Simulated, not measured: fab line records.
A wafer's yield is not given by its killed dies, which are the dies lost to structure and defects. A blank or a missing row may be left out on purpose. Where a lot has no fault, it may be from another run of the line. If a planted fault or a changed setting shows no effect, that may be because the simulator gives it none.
fab line records + flow nandHarc
[record]
- lots = 6
- wafers = 18
- lastDay = 33
route steps=1302 shown A_SGD_CUT@916 A_SLIT@922 END@1302
lots untouched by any fault: they come from a run of this same line in which no faults occurred
startH: hours from the record's first day to the start of the lot's first wafer shown + waitH: hours since the lot's step before + " identical to the entry in the row above + L1.1+2: a single row standing in for several wafers + - value missing, or start not given + * or withheld: withheld + < > ~ a bound
route shown NAME@n: names a module that has steps shown in the file, with the first one's number in the route + usual: the fault-free wafers' mean and standard deviation + same: alike in all rows + chamber/n: place in a boat + sites: the reading at each site + _std_site: standard deviation of those values + _edge_site: mean of outer sites minus mean of inner sites + radiusMm: how far each site lies from the wafer's centre + mask NAME#n: copy n + behind: the last tool/chamber to shape the wafer + hold: reason for holding the lot/hours on hold/outcome of the hold + device: the n, p or np transistor that did not switch + end of line: the tests these same wafers got at the end of their route + a step without rows: its recipe alone + killed: not the wafer's yield, but the dies lost to structure and defects at the first sort + map: a wafer's dies, x killed, . not, _ none there
set.NAME: the setting as run; set.NAME@STEP: as run at that earlier step + model.NAME: the simulator's own value behind a step, which no gauge read
a table for each step, a row for each wafer; lots at some steps of the route
services: from which hour (startH, from the record's first day; less than 0 if before it) a tool's chamber was out of use, for how many hours, and why
[[steps]]
[step NHARC_A_SGD_CUT_THK_MEAS_22]
[recipe]
- thkMeasGauge = ellipsometry
[usual]
- thkNm = 148.2/1.4
| lot.wafer | tool         | chamber | startH | waitH | thkNm |
|-----------|--------------|---------|--------|-------|-------|
| L924.1    | filmMetro-02 | -       | 497.08 | 0.2   | 147.4 |
| L924.4    | "            | -       | "      | "     | 148.5 |
| L924.5    | "            | -       | "      | "     | 151.2 |
| L931.2    | filmMetro-02 | -       | 561.31 | 0.2   | 145.8 |
| L931.4    | "            | -       | "      | "     | 148.8 |
| L931.5    | "            | -       | "      | "     | 149.6 |
| L933.1    | filmMetro-02 | -       | 572.64 | 0.2   | 148.2 |
| L933.4    | "            | -       | "      | "     | 146.0 |
| L933.5    | "            | -       | "      | "     | 146.6 |
| L934.1    | filmMetro-01 | -       | 572.64 | 0.2   | 150.8 |
| L934.5    | "            | -       | "      | "     | 149.6 |
| L934.6    | "            | -       | "      | "     | 148.8 |
| L941.2    | filmMetro-01 | -       | 650.95 | 0.2   | 147.4 |
| L941.4    | "            | -       | "      | "     | 145.6 |
| L941.6    | "            | -       | "      | "     | 148.9 |
| L942.1    | filmMetro-01 | -       | 660.99 | 0.2   | 148.3 |
| L942.3    | "            | -       | "      | "     | 148.4 |
| L942.5    | "            | -       | "      | "     | 148.7 |
[step NHARC_A_SGD_CUT_SRD_23]
[step NHARC_A_SGD_CUT_ETCH_26]
[recipe]
- targetDepthA = 458
- chemistry = dHF
- material = SiO2
[step NHARC_A_SGD_CUT_ETCHBACK_24]
[recipe]
- targetDepthA = 500
- overEtchFrac = 0.3
- timeS = 92.857
- ionEnergyEv = 120
- ch3fFlowSccm = 50
- o2FlowSccm = 30
- arFlowSccm = 200
- rfW = 500
- biasW = 100
- chemistry = CH3F/O2
[usual]
- drypumpMotorCurrentA = 5.7/0.33
- oesProductAu = 0.97/0.034
- rfFwdPowerW = 497.0/1.8
- rfVppV = 244.8/1.8
- showerheadPlenumPTorr = 2.50/0.11
- throttleValvePct = 20.663/0.0085
| lot.wafer | tool       | chamber | startH | waitH | drypumpMotorCurrentA | oesProductAu | rfFwdPowerW | rfHoursCounterH | rfVppV | showerheadPlenumPTorr | throttleValvePct |
|-----------|------------|---------|--------|-------|----------------------|--------------|-------------|-----------------|--------|-----------------------|------------------|
| L924.4    | rieDiel-08 | 0       | 497.50 | 0.2   | 5.7                  | 1.00         | 493.9       | 6               | 245.9  | 2.54                  | 20.659           |
| L924.1    | "          | 1       | "      | "     | 5.5                  | 0.99         | 497.1       | 6               | 243.8  | 2.46                  | 20.665           |
| L924.5    | "          | 3       | "      | "     | 5.9                  | 0.99         | 497.6       | -               | 244.9  | 2.49                  | 20.665           |
| L931.4    | rieDiel-04 | 3       | 561.57 | 0.2   | 5.6                  | 1.00         | 495.7       | 1               | 243.1  | 2.29                  | 20.656           |
| L931.2    | "          | 0       | "      | "     | 5.5                  | 0.98         | 496.5       | 1               | 244.7  | 2.45                  | 20.670           |
| L931.5    | "          | 2       | "      | "     | 6.3                  | 1.02         | 494.0       | -               | 247.8  | 2.61                  | 20.662           |
| L933.4    | rieDiel-04 | 2       | 572.89 | 0.2   | 6.2                  | 0.93         | 494.4       | 2               | 247.4  | 2.61                  | 20.666           |
| L933.1    | "          | 3       | "      | "     | 5.5                  | 0.92         | 495.9       | 2               | 242.1  | 2.29                  | 20.679           |
| L933.5    | "          | 1       | "      | "     | 5.3                  | 0.93         | 497.7       | -               | 244.4  | 2.44                  | 20.671           |
| L934.1    | rieDiel-09 | 3       | 572.91 | 0.2   | 6.0                  | 1.01         | 497.6       | 8               | 244.9  | 2.55                  | 20.665           |
| L934.6    | "          | 0       | "      | "     | 5.4                  | 1.01         | 496.6       | -               | 245.7  | 2.62                  | 20.647           |
| L934.5    | "          | 1       | "      | "     | 6.1                  | 1.02         | 498.2       | -               | 241.7  | 2.28                  | 20.660           |
| L941.2    | rieDiel-08 | 3       | 651.19 | 0.2   | 5.9                  | 0.93         | 497.2       | 5               | 243.7  | 2.49                  | 20.665           |
| L941.4    | "          | 0       | "      | "     | 5.7                  | 0.93         | 492.9       | 6               | 245.4  | 2.54                  | 20.658           |
| L941.6    | "          | 3       | "      | "     | 5.9                  | 0.94         | 498.9       | -               | 244.3  | 2.49                  | 20.650           |
| L942.3    | rieDiel-08 | 2       | 661.23 | 0.2   | 5.9                  | 0.94         | 498.6       | 5               | 247.0  | 2.63                  | 20.662           |
| L942.1    | "          | 0       | "      | "     | 5.7                  | 0.94         | 497.6       | 6               | 244.9  | 2.54                  | 20.673           |
| L942.5    | "          | 1       | "      | "     | 5.5                  | 0.91         | 497.9       | -               | 243.3  | 2.45                  | 20.668           |
[step NHARC_A_SGD_CUT_STRIP_28]
[recipe]
- timeS = 20
- o2FlowSccm = 500
- arFlowSccm = 0
- biasW = 0
- chemistry = O2
[usual]
- drypumpMotorCurrentA = 5.7/0.33
- oesProductAu = 1.004/0.0095
- rfVppV = 57.9/0.83
- showerheadPlenumPTorr = 3.58/0.15
- throttleValvePct = 17.037/0.0079
| lot.wafer | tool       | chamber | startH | waitH | drypumpMotorCurrentA | oesProductAu | rfHoursCounterH | rfVppV | showerheadPlenumPTorr | throttleValvePct |
|-----------|------------|---------|--------|-------|----------------------|--------------|-----------------|--------|-----------------------|------------------|
| L924.1    | rieDiel-08 | 3       | -      | -     | 5.9                  | 1.000        | 6               | 58.6   | 3.57                  | 17.039           |
| L924.4    | "          | 1       | "      | "     | 5.6                  | 1.009        | 6               | 58.1   | 3.53                  | 17.031           |
| L924.5    | "          | 3       | "      | "     | 5.9                  | 1.001        | -               | 57.7   | 3.57                  | 17.043           |
| L931.4    | rieDiel-04 | 3       | -      | -     | 5.5                  | 1.006        | 1               | 57.4   | 3.29                  | 17.033           |
| L931.2    | "          | 2       | "      | "     | 6.3                  | 1.005        | 1               | 57.8   | 3.74                  | 17.038           |
| L931.5    | "          | 3       | "      | "     | 5.6                  | 1.003        | -               | 58.7   | 3.29                  | 17.044           |
| L933.1    | rieDiel-04 | 0       | -      | -     | 5.5                  | 0.991        | 1               | 56.9   | 3.52                  | 17.056           |
| L933.4    | "          | 2       | "      | "     | 6.2                  | 0.997        | 2               | 58.1   | 3.74                  | 17.026           |
| L933.5    | "          | 0       | "      | "     | 5.5                  | 0.995        | -               | 57.9   | 3.52                  | 17.038           |
| L934.1    | rieDiel-09 | 1       | -      | -     | 6.0                  | 1.009        | 6               | 57.8   | 3.29                  | 17.039           |
| L934.6    | "          | 3       | "      | "     | 6.0                  | 1.010        | -               | 56.9   | 3.66                  | 17.041           |
| L934.5    | "          | 0       | "      | "     | 5.5                  | 1.008        | -               | 59.0   | 3.75                  | 17.048           |
| L941.4    | rieDiel-08 | 2       | -      | -     | 5.9                  | 1.016        | 4               | 57.3   | 3.77                  | 17.030           |
| L941.2    | "          | 1       | "      | "     | 5.5                  | 0.984        | 5               | 57.5   | 3.52                  | 17.044           |
| L941.6    | "          | 3       | "      | "     | 5.9                  | 1.014        | -               | 58.1   | 3.57                  | 17.029           |
| L942.1    | rieDiel-08 | 2       | -      | -     | 5.9                  | 1.005        | 5               | 58.1   | 3.77                  | 17.035           |
| L942.3    | "          | 1       | "      | "     | 5.6                  | 0.992        | 6               | 58.6   | 3.52                  | 17.031           |
| L942.5    | "          | 2       | "      | "     | 5.9                  | 1.013        | -               | 56.3   | 3.77                  | 17.037           |
[step NHARC_A_SGD_CUT_INSPECT_25]
[usual]
- rawDefectCount = 404/84
| lot.wafer | tool             | chamber | startH | waitH | rawDefectCount |
|-----------|------------------|---------|--------|-------|----------------|
| L924.1    | defectInspect-02 | -       | 497.71 | -     | 432            |
| L924.4    | "                | -       | "      | "     | 463            |
| L924.5    | "                | -       | "      | "     | 554            |
| L931.2    | defectInspect-02 | -       | 561.78 | -     | 459            |
| L931.4    | "                | -       | "      | "     | 404            |
| L931.5    | "                | -       | "      | "     | 523            |
| L933.1    | defectInspect-01 | -       | 573.10 | -     | 316            |
| L933.4    | "                | -       | "      | "     | 370            |
| L933.5    | "                | -       | "      | "     | 404            |
| L934.1    | defectInspect-02 | -       | 573.11 | -     | 353            |
| L934.5    | "                | -       | "      | "     | 373            |
| L934.6    | "                | -       | "      | "     | 424            |
| L941.2    | defectInspect-01 | -       | 651.91 | -     | 387            |
| L941.4    | "                | -       | "      | "     | 384            |
| L941.6    | "                | -       | "      | "     | 358            |
| L942.1    | defectInspect-02 | -       | 661.46 | -     | 362            |
| L942.3    | "                | -       | "      | "     | 336            |
| L942.5    | "                | -       | "      | "     | 343            |
[step NHARC_A_SLIT_DEP_25]
[recipe]
- targetThkA = 2000
- tempC = 400
- pressureTorr = 6.5
- rfW = 900
- teosFlowSccm = 161.4
- flowSccm = 2650
- targetThkNm = 200
- gas = O2
- material = SiO2
[usual]
- heaterPowerOuterW = 318/67
- heaterPowerW = 589/95
- rfFwdPowerW = 897.1/2.5
- throttleValvePct = 16.2/0.49
| lot.wafer | tool     | chamber | startH | waitH | heaterPowerOuterW | heaterPowerW | rfFwdPowerW | throttleValvePct |
|-----------|----------|---------|--------|-------|-------------------|--------------|-------------|------------------|
| L924.1    | pecvd-04 | 0       | 497.82 | 0.1   | 355               | 675          | 896.0       | 16.7             |
| L924.5    | "        | 2       | "      | "     | 400               | 716          | 898.5       | 16.1             |
| L924.4    | "        | 1       | "      | "     | 217               | 467          | 893.9       | 15.9             |
| L931.2    | pecvd-02 | 1       | 561.92 | 0.1   | 423               | 710          | 897.9       | 16.0             |
| L931.5    | "        | 0       | "      | "     | 218               | 468          | 893.5       | 15.4             |
| L931.4    | "        | 1       | "      | "     | 449               | 711          | 896.1       | 15.9             |
| L933.1    | pecvd-03 | 0       | 573.21 | 0.1   | 268               | 514          | 898.5       | 16.5             |
| L933.5    | "        | 2       | "      | "     | 388               | 636          | 896.9       | 15.6             |
| L933.4    | "        | 0       | "      | "     | 281               | 504          | 902.5       | 16.6             |
| L934.1    | pecvd-04 | 0       | 573.22 | 0.1   | 315               | 616          | 895.0       | 16.7             |
| L934.5    | "        | 2       | "      | "     | 400               | 748          | 901.1       | 16.5             |
| L934.6    | "        | 1       | "      | "     | 233               | 499          | 894.5       | 16.1             |
| L941.2    | pecvd-02 | 1       | 652.02 | 0.1   | 420               | 696          | 892.0       | 15.8             |
| L941.4    | "        | 1       | "      | "     | 447               | 704          | 896.5       | 15.9             |
| L941.6    | "        | 2       | "      | "     | 349               | 680          | 896.8       | 16.3             |
| L942.1    | pecvd-04 | 0       | 661.52 | 0.1   | 266               | 529          | 892.4       | 17.1             |
| L942.3    | "        | 2       | "      | "     | 369               | 656          | 898.4       | 16.0             |
| L942.5    | "        | 2       | "      | "     | 392               | 676          | 897.7       | 16.1             |
[step NHARC_A_SLIT_DEP_00]
[recipe]
- targetThkA = 62000
- tempC = 400
- material = aC
[usual]
- throttleValvePct = 35.001/0.009
| lot.wafer | tool      | chamber | startH | waitH | throttleValvePct |
|-----------|-----------|---------|--------|-------|------------------|
| L924.1    | aclDep-01 | 0       | 500.77 | -     | 34.997           |
| L924.4    | "         | 0       | 502.66 | -     | 35.001           |
| L924.5    | "         | 0       | "      | "     | 35.001           |
| L931.2    | aclDep-03 | 0       | 562.88 | -     | 35.006           |
| L931.4    | "         | 0       | 564.11 | -     | 35.003           |
| L931.5    | "         | 0       | "      | "     | 34.986           |
| L933.1    | aclDep-02 | 0       | 573.51 | -     | 34.997           |
| L933.4    | "         | 0       | 575.40 | -     | 34.998           |
| L933.5    | "         | 0       | "      | "     | 35.001           |
| L934.1    | aclDep-01 | 0       | 574.32 | -     | 34.994           |
| L934.5    | "         | 0       | 576.81 | -     | 35.004           |
| L934.6    | "         | 0       | "      | "     | 35.006           |
| L941.2    | aclDep-03 | 0       | 656.19 | -     | 34.997           |
| L941.4    | "         | 0       | 657.45 | -     | 34.985           |
| L941.6    | "         | 0       | 658.70 | -     | 34.999           |
| L942.1    | aclDep-03 | 0       | 662.04 | -     | 34.992           |
| L942.3    | "         | 0       | 663.32 | -     | 35.007           |
| L942.5    | "         | 0       | 664.60 | -     | 35.008           |
[step NHARC_A_SLIT_DEP_23]
[recipe]
- targetThkA = 1000
- targetThkNm = 100
- tempC = 400
- pressureTorr = 3.5
- flowSccm = 200
- rfW = 350
- material = SiON
[usual]
- heaterPowerOuterW = 463/63
- heaterPowerW = 790/93
- rfFwdPowerW = 348.3/1.1
| lot.wafer | tool     | chamber | startH | waitH | heaterPowerOuterW | heaterPowerW | rfFwdPowerW |
|-----------|----------|---------|--------|-------|-------------------|--------------|-------------|
| L924.1    | pecvd-02 | 2       | 504.61 | 3.2   | 543               | 940          | 346.0       |
| L924.4    | "        | 1       | "      | "     | 526               | 834          | 345.8       |
| L924.5    | "        | 2       | "      | "     | 552               | 979          | 347.6       |
| L931.2    | pecvd-04 | 1       | 566.02 | 2.5   | 414               | 727          | 349.9       |
| L931.4    | "        | 1       | "      | "     | 418               | 720          | 348.9       |
| L931.5    | "        | 2       | "      | "     | 532               | 889          | 348.5       |
| L933.1    | pecvd-03 | 0       | 577.37 | 3.2   | 432               | 720          | 346.5       |
| L933.4    | "        | 1       | "      | "     | 453               | 747          | 349.8       |
| L933.5    | "        | 2       | "      | "     | 468               | 722          | 346.6       |
| L934.1    | pecvd-04 | 1       | 578.11 | 3.2   | 347               | 634          | 348.1       |
| L934.5    | "        | 0       | "      | "     | 497               | 846          | 349.2       |
| L934.6    | "        | 2       | "      | "     | 496               | 835          | 347.3       |
| L941.2    | pecvd-03 | 0       | 659.39 | 2.6   | 461               | 774          | 348.7       |
| L941.4    | "        | 2       | "      | "     | 422               | 670          | 348.1       |
| L941.6    | "        | 0       | "      | "     | 463               | 762          | 345.2       |
| L942.1    | pecvd-04 | 1       | 665.89 | 3.2   | 364               | 650          | 348.0       |
| L942.3    | "        | 2       | "      | "     | 567               | 900          | 348.8       |
| L942.5    | "        | 0       | "      | "     | 476               | 840          | 347.8       |
[step NHARC_A_SLIT_DEHYDRATE_01]
[recipe]
- tempC = 150
- timeS = 120
[step NHARC_A_SLIT_HMDS_02]
[recipe]
- timeS = 30
[step NHARC_A_SLIT_COAT_03]
[recipe]
- spinRpm = 1500
- resistThkNm = 90
[step NHARC_A_SLIT_SOFTBAKE_04]
[recipe]
- tempC = 105
- timeS = 55
[usual]
- heaterPowerTotalW = 188.45/0.15
| lot.wafer | tool          | chamber | startH | waitH | heaterPowerTotalW |
|-----------|---------------|---------|--------|-------|-------------------|
| L924.1    | lithoTrack-06 | 0       | 504    | -     | 188.37            |
| L924.4    | "             | 0       | "      | "     | 188.36            |
| L924.5    | "             | 0       | "      | "     | 188.70            |
| L931.2    | lithoTrack-04 | 0       | 566    | -     | 188.28            |
| L931.4    | "             | 0       | "      | "     | 188.80            |
| L931.5    | "             | 0       | "      | "     | 188.31            |
| L933.1    | lithoTrack-04 | 0       | 577    | -     | 188.30            |
| L933.4    | "             | 0       | "      | "     | 188.43            |
| L933.5    | "             | 0       | "      | "     | 188.69            |
| L934.1    | lithoTrack-06 | 0       | 578    | -     | 188.71            |
| L934.5    | "             | 0       | "      | "     | 188.23            |
| L934.6    | "             | 0       | "      | "     | 188.74            |
| L941.2    | lithoTrack-06 | 0       | 659    | -     | 192.99            |
| L941.4    | "             | 0       | "      | "     | 193.08            |
| L941.6    | "             | 0       | "      | "     | 193.09            |
| L942.1    | lithoTrack-06 | 0       | 666    | -     | 193.02            |
| L942.3    | "             | 0       | "      | "     | 193.27            |
| L942.5    | "             | 0       | "      | "     | 193.12            |
[step NHARC_A_SLIT_EBR_05]
[step NHARC_END_SORT_01]
[recipe]
- tempC = 25
[usual]
- killedAtArray = 59/20
- killedAtOther = 0.8/1
- killedAtPeriphery = 3.2/2.1
- killedDies = 63/21
- killedOpen = 3.0/1.9
- killedShort = 2.3/1.5
[same]
- grossDies = 677
| lot.wafer | tool      | chamber | startH | waitH | killedAtArray | killedAtOther | killedAtPeriphery | killedDies | killedOpen | killedShort |
|-----------|-----------|---------|--------|-------|---------------|---------------|-------------------|------------|------------|-------------|
| L942.1    | prober-01 | 0       | 795.32 | 2.5   | 56            | 0             | 6                 | 62         | 1          | 2           |
| L942.3    | prober-01 | 0       | 796.93 | 3.1   | 65            | 1             | 5                 | 71         | 4          | 3           |
| L942.5    | prober-01 | 0       | 798.53 | 3.7   | 54            | 1             | 4                 | 59         | 2          | 3           |
// killed by level:class
L942.1 A_CHANNEL_HOLE_D2:chamberFilmFlake=32 A_SLIT:chamberFilmFlake=8 A_STAIRCASE:chamberFilmFlake=6 A_CONTACT:chamberFilmFlake=6 P_GATE:chamberFilmFlake=2 P_GATE:geometricParticle:open=1 P_M2:geometricParticle:short=1 A_ONON_D1:geometricParticle:short=1
L942.3 A_CHANNEL_HOLE_D2:chamberFilmFlake=30 A_SLIT:chamberFilmFlake=8 A_STAIRCASE:chamberFilmFlake=7 A_CONTACT:chamberFilmFlake=7 P_GATE:chamberFilmFlake=4 A_WL_FILL:chamberFilmFlake=2 A_ONON_D1:geometricParticle:open=1 A_DECK1_JOINT:geometricParticle:short=1
L942.5 A_CHANNEL_HOLE_D2:chamberFilmFlake=37 A_SLIT:chamberFilmFlake=7 A_STAIRCASE:chamberFilmFlake=3 A_CONTACT:chamberFilmFlake=3 A_SGD_CUT:geometricParticle:short=2 P_GATE:chamberFilmFlake=2 P_M2:chamberFilmFlake=2 A_ONON_D1:geometricParticle:open=1
[[services]]
| tool          | chamber | startH | hours | kind   |
|---------------|---------|--------|-------|--------|
| rieDiel-08    | 0       | 474.80 | -     | clean  |
| rieDiel-08    | 1       | 474.80 | -     | clean  |
| aclDep-03     | -       | 486.19 | 13.0  | pm     |
| pecvd-03      | -       | 488.89 | 3.1   | repair |
| rieDiel-09    | -       | 497.23 | 9.0   | pm     |
| lithoTrack-06 | -       | 529.00 | 7.0   | pm     |
| rieDiel-04    | -       | 531.96 | 9.0   | pm     |
| pecvd-03      | 1       | 535.16 | 18.3  | repair |
| rieDiel-08    | -       | 544.80 | 9.0   | pm     |
| pecvd-03      | -       | 547.39 | 13.0  | pm     |
| aclDep-01     | -       | 547.79 | 1.4   | repair |
| rieDiel-04    | 0       | 549.16 | 8.1   | repair |
| lithoTrack-04 | -       | 553.00 | 7.0   | pm     |
| rieDiel-08    | 1       | 556.27 | 8.8   | repair |
| rieDiel-08    | 2       | 560.38 | 10.7  | repair |
| rieDiel-08    | 0       | 587.32 | 3.5   | repair |
| pecvd-02      | -       | 598.28 | 13.0  | pm     |
| rieDiel-09    | 3       | 598.62 | 9.5   | repair |
| aclDep-02     | -       | 608.64 | 13.0  | pm     |
| pecvd-03      | 2       | 617.43 | 4.6   | repair |
| rieDiel-08    | 0       | 628.13 | 2.9   | repair |
| pecvd-04      | -       | 631.00 | 13.0  | pm     |
| pecvd-02      | -       | 654.18 | 1.4   | repair |
| rieDiel-08    | 1       | 662.45 | 3.9   | repair |
[[key]]
[firstSign]
- step = NHARC_A_SLIT_SOFTBAKE_04
- reading = heaterPowerTotalW
- direction = up
- sigmas = 32
- usual = *
- struck = *
effect none on later readings
metAt NHARC_A_SLIT_SOFTBAKE_04
struckWafers L941.2,L941.4,L941.6,L942.1,L942.3,L942.5
testerLeftOut L941,L942
onsetBetween 578 659
[earlierFault]
- kind = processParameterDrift
- tool = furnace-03
- chamber = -
- onsetH = 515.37
- steps = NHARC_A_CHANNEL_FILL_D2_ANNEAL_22
- channel = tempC
- offset = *
- shape = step
- actsIn = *
- stated = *
[fault]
- kind = processParameterDrift
- tool = lithoTrack-06
- chamber = -
- onsetH = 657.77
- steps = NHARC_A_SLIT_SOFTBAKE_04
- channel = timeS
- offset = *
- shape = step
- actsIn = *
- stated = *
// testerLeftOut: of these lots the tester's yield and bins aren't shown, on N5 and GAA mostly nor the transistor test; their killed dies are dies lost to structure and defects alone, not to doping, threshold or leakage, so they don't give the yield
